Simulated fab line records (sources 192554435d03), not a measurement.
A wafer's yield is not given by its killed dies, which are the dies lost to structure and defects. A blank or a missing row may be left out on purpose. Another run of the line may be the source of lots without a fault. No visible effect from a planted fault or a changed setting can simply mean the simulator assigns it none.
Chamber matching / flow n5-finfet / N5_BEOL_M9_PECVD_70 on pecvd-04 has 3 sister chambers
The step deposits SiO2 from TEOS/O2, target thk 20 nm, time 22.7 s. 18 wafers are shown with their chamber, then 9 later ones without.

## WAFERS PAIRED WITH THEIR CHAMBERS
wafer=L075.2; chamber=1; showerhead-plenum-p-Torr (Torr)=8.69; throttle-valve-pct (%)=21.4; heater-power-w (W)=613
wafer=L075.4; chamber=2; showerhead-plenum-p-Torr (Torr)=8.72; throttle-valve-pct (%)=20.3; heater-power-w (W)=693
wafer=L075.5; chamber=1; showerhead-plenum-p-Torr (Torr)=8.67; throttle-valve-pct (%)=21.6; heater-power-w (W)=649
wafer=L076.1; chamber=1; showerhead-plenum-p-Torr (Torr)=8.69; throttle-valve-pct (%)=21.3; heater-power-w (W)=681
wafer=L076.4; chamber=2; showerhead-plenum-p-Torr (Torr)=8.72; throttle-valve-pct (%)=20.6; heater-power-w (W)=636
wafer=L076.6; chamber=0; showerhead-plenum-p-Torr (Torr)=8.90; throttle-valve-pct (%)=21.8; heater-power-w (W)=793
wafer=L079.1; chamber=0; showerhead-plenum-p-Torr (Torr)=8.89; throttle-valve-pct (%)=21.8; heater-power-w (W)=762
wafer=L079.5; chamber=1; showerhead-plenum-p-Torr (Torr)=8.67; throttle-valve-pct (%)=21.6; heater-power-w (W)=767
wafer=L079.6; chamber=2; showerhead-plenum-p-Torr (Torr)=8.69; throttle-valve-pct (%)=20.2; heater-power-w (W)=691
wafer=L080.1; chamber=1; showerhead-plenum-p-Torr (Torr)=8.68; throttle-valve-pct (%)=21.4; heater-power-w (W)=757
wafer=L080.3; chamber=0; showerhead-plenum-p-Torr (Torr)=8.90; throttle-valve-pct (%)=21.7; heater-power-w (W)=738
wafer=L080.4; chamber=1; showerhead-plenum-p-Torr (Torr)=8.69; throttle-valve-pct (%)=21.6; heater-power-w (W)=735
wafer=L087.3; chamber=2; showerhead-plenum-p-Torr (Torr)=8.70; throttle-valve-pct (%)=20.5; heater-power-w (W)=713
wafer=L087.4; chamber=2; showerhead-plenum-p-Torr (Torr)=8.70; throttle-valve-pct (%)=20.6; heater-power-w (W)=718
wafer=L087.6; chamber=1; showerhead-plenum-p-Torr (Torr)=8.71; throttle-valve-pct (%)=21.2; heater-power-w (W)=688
wafer=L086.4; chamber=1; showerhead-plenum-p-Torr (Torr)=8.68; throttle-valve-pct (%)=21.0; heater-power-w (W)=728
wafer=L086.5; chamber=0; showerhead-plenum-p-Torr (Torr)=8.89; throttle-valve-pct (%)=22.0; heater-power-w (W)=767
wafer=L086.6; chamber=2; showerhead-plenum-p-Torr (Torr)=8.70; throttle-valve-pct (%)=20.4; heater-power-w (W)=672

SIGNATURES (averages over the wafers above)
reading=showerhead-plenum-p-Torr; chamber 0=8.8950; chamber 1=8.6850; chamber 2=8.7050; scatter within a chamber=0.0117
reading=throttle-valve-pct; chamber 0=21.825; chamber 1=21.387; chamber 2=20.433; scatter within a chamber=0.184
reading=heater-power-w; chamber 0=765.00; chamber 1=702.25; chamber 2=687.17; scatter within a chamber=42
Rule: for a wafer and a chamber, the distance is found by dividing, reading by reading, the gap between the wafer's reading and the chamber's mean by the reading's scatter, squaring, summing and taking the root. If the next closest chamber is less than 2 further off than the closest, the wafer can't be placed; otherwise it belongs to the closest. The scatter: take each reading less its chamber's mean, square it, sum over the shown wafers, divide by the number of wafers less the number of chambers, and take the root.

## WAFERS WHOSE CHAMBER IS MISSING
wafer=L088.1; showerhead-plenum-p-Torr (Torr)=8.69; throttle-valve-pct (%)=21.6; heater-power-w (W)=644
wafer=L088.2; showerhead-plenum-p-Torr (Torr)=8.71; throttle-valve-pct (%)=20.7; heater-power-w (W)=703
wafer=L088.4; showerhead-plenum-p-Torr (Torr)=8.71; throttle-valve-pct (%)=20.6; heater-power-w (W)=709
wafer=L092.4; showerhead-plenum-p-Torr (Torr)=8.68; throttle-valve-pct (%)=20.8; heater-power-w (W)=666
wafer=L092.5; showerhead-plenum-p-Torr (Torr)=8.89; throttle-valve-pct (%)=21.8; heater-power-w (W)=720
wafer=L092.6; showerhead-plenum-p-Torr (Torr)=8.70; throttle-valve-pct (%)=21.0; heater-power-w (W)=681
wafer=L094.2; showerhead-plenum-p-Torr (Torr)=8.71; throttle-valve-pct (%)=21.0; heater-power-w (W)=618
wafer=L094.5; showerhead-plenum-p-Torr (Torr)=8.70; throttle-valve-pct (%)=20.7; heater-power-w (W)=598
wafer=L094.6; showerhead-plenum-p-Torr (Torr)=8.90; throttle-valve-pct (%)=21.9; heater-power-w (W)=816

## THE CHAMBER EACH PASSED THROUGH
wafer=L088.1; from the rows above=1; in truth=1
wafer=L088.2; from the rows above=2; in truth=2
wafer=L088.4; from the rows above=2; in truth=2
wafer=L092.4; from the rows above=can't be placed: 2 or 1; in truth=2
wafer=L092.5; from the rows above=0; in truth=0
wafer=L092.6; from the rows above=can't be placed: 1 or 2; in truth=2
wafer=L094.2; from the rows above=can't be placed: 2 or 1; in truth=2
wafer=L094.5; from the rows above=2; in truth=2
wafer=L094.6; from the rows above=0; in truth=0
6 of 9 placed correctly. These rows do not allow placing 3 (true chamber among the candidates in 3). Placed wrongly: 0.
